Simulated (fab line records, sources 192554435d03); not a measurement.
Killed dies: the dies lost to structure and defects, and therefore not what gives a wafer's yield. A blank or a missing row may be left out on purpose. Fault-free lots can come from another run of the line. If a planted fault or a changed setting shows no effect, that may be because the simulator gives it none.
Split-lot study + flow n5Finfet + on a route of 1938 steps: 7 lots, 39 wafers read

## ABOUT THE SPLIT
At N5_FIN_SAQP_EXPOSE_13 (exposes mask FIN CORE, target cd 35.6 nm), the setting doseMj was moved away from the recipe's 63.25 on 12 of the 39 wafers read, by -5.9% to +6.5%. For the rest of the wafers, this setting stayed at what the recipe calls for.

## FROM THE SPLIT TO THE READING: what the file shows between them, 2 steps
- N5_FIN_SAQP_PEB_14: peb time 60 s
- N5_FIN_SAQP_DEVELOP_15: develop time 30 s

## THE READING
At N5_FIN_SAQP_CD_MEAS_16: cdNm in nanometres, against a target cd of 35.6 nm. Fault-free wafers of this fab line usually give 35.59 nm, standard deviation 0.25 nm.

| wafer  | tool, chamber at the split | doseMj as run | against the recipe | cdNm, nm | against lot-mates on the recipe |
|--------|----------------------------|---------------|--------------------|----------|---------------------------------|
| L076.1 | arfiScanner-03, 0          | 61.05         | -3.5%              | 36.33    | +0.96                           |
| L076.2 | arfiScanner-03, 0          | 61.05         | -3.5%              | 36.56    | +1.19                           |
| L076.3 | arfiScanner-03, 0          | 63.25         | recipe             | 35.06    | -                               |
| L076.4 | arfiScanner-03, 0          | 61.05         | -3.5%              | 36.62    | +1.25                           |
| L076.5 | arfiScanner-03, 0          | 63.25         | recipe             | 35.56    | -                               |
| L076.6 | arfiScanner-03, 0          | 63.25         | recipe             | 35.49    | -                               |
| L077.1 | arfiScanner-01, 0          | 63.25         | recipe             | 35.30    | -                               |
| L077.3 | arfiScanner-01, 0          | 63.25         | recipe             | 35.55    | -                               |
| L077.4 | arfiScanner-01, 0          | 63.25         | recipe             | 34.82    | -                               |
| L082.1 | arfiScanner-03, 0          | 63.25         | recipe             | 35.71    | -                               |
| L082.2 | arfiScanner-03, 0          | 63.25         | recipe             | 35.90    | -                               |
| L082.3 | arfiScanner-03, 0          | 63.25         | recipe             | 35.89    | -                               |
| L082.4 | arfiScanner-03, 0          | 63.25         | recipe             | 35.87    | -                               |
| L082.5 | arfiScanner-03, 0          | 63.25         | recipe             | 35.75    | -                               |
| L082.6 | arfiScanner-03, 0          | 63.25         | recipe             | 35.52    | -                               |
| L084.1 | arfiScanner-03, 0          | 59.54         | -5.9%              | 36.98    | +1.56                           |
| L084.2 | arfiScanner-03, 0          | 63.25         | recipe             | 35.37    | -                               |
| L084.3 | arfiScanner-03, 0          | 59.54         | -5.9%              | 37.31    | +1.89                           |
| L084.4 | arfiScanner-03, 0          | 63.25         | recipe             | 35.16    | -                               |
| L084.5 | arfiScanner-03, 0          | 63.25         | recipe             | 35.72    | -                               |
| L084.6 | arfiScanner-03, 0          | 59.54         | -5.9%              | 37.37    | +1.95                           |
| L088.1 | arfiScanner-01, 0          | 66.35         | +4.9%              | 34.18    | -1.23                           |
| L088.2 | arfiScanner-01, 0          | 66.35         | +4.9%              | 34.04    | -1.37                           |
| L088.3 | arfiScanner-01, 0          | 63.25         | recipe             | 35.61    | -                               |
| L088.4 | arfiScanner-01, 0          | 63.25         | recipe             | 35.24    | -                               |
| L088.5 | arfiScanner-01, 0          | 63.25         | recipe             | 35.37    | -                               |
| L088.6 | arfiScanner-01, 0          | 66.35         | +4.9%              | 34.40    | -1.01                           |
| L091.1 | arfiScanner-03, 0          | 67.33         | +6.5%              | 33.85    | -1.92                           |
| L091.2 | arfiScanner-03, 0          | 63.25         | recipe             | 36.01    | -                               |
| L091.3 | arfiScanner-03, 0          | 63.25         | recipe             | 35.59    | -                               |
| L091.4 | arfiScanner-03, 0          | 67.33         | +6.5%              | 33.68    | -2.09                           |
| L091.5 | arfiScanner-03, 0          | 67.33         | +6.5%              | 34.28    | -1.49                           |
| L091.6 | arfiScanner-03, 0          | 63.25         | recipe             | 35.72    | -                               |
| L095.1 | arfiScanner-01, 0          | 63.25         | recipe             | 35.65    | -                               |
| L095.2 | arfiScanner-01, 0          | 63.25         | recipe             | 35.46    | -                               |
| L095.3 | arfiScanner-01, 0          | 63.25         | recipe             | 35.21    | -                               |
| L095.4 | arfiScanner-01, 0          | 63.25         | recipe             | 35.41    | -                               |
| L095.5 | arfiScanner-01, 0          | 63.25         | recipe             | 35.39    | -                               |
| L095.6 | arfiScanner-01, 0          | 63.25         | recipe             | 35.26    | -                               |

THE FIT
A straight line over all 39 wafers: cdNm changes by -0.268 nm for each +1% of doseMj; r = -0.95; the points scatter about the line by 0.26 nm.
The same after taking each lot's own level away (the mean of its wafers on the recipe; 39 wafers): -0.288 nm for each +1%; r = -0.97; scatter 0.2 nm.
That fit puts the effect of the largest move of doseMj on the reading at 1.9 nm.
The span of the lots' own levels, 35.223 to 35.773 nm, comes to 2.2 times the standard deviation stated above.
Hence the lot-to-lot level has little effect on the slope; both slopes agree.
Check: with one of the wafers moved furthest among these (+6.5%) left out of the fit, the line predicts -1.81 nm for it against its lot-mates. It came out at -1.92 nm against them.

## FILE'S OWN FIT
cdNm changes by -0.287 nm for each +1% of doseMj, r = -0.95.
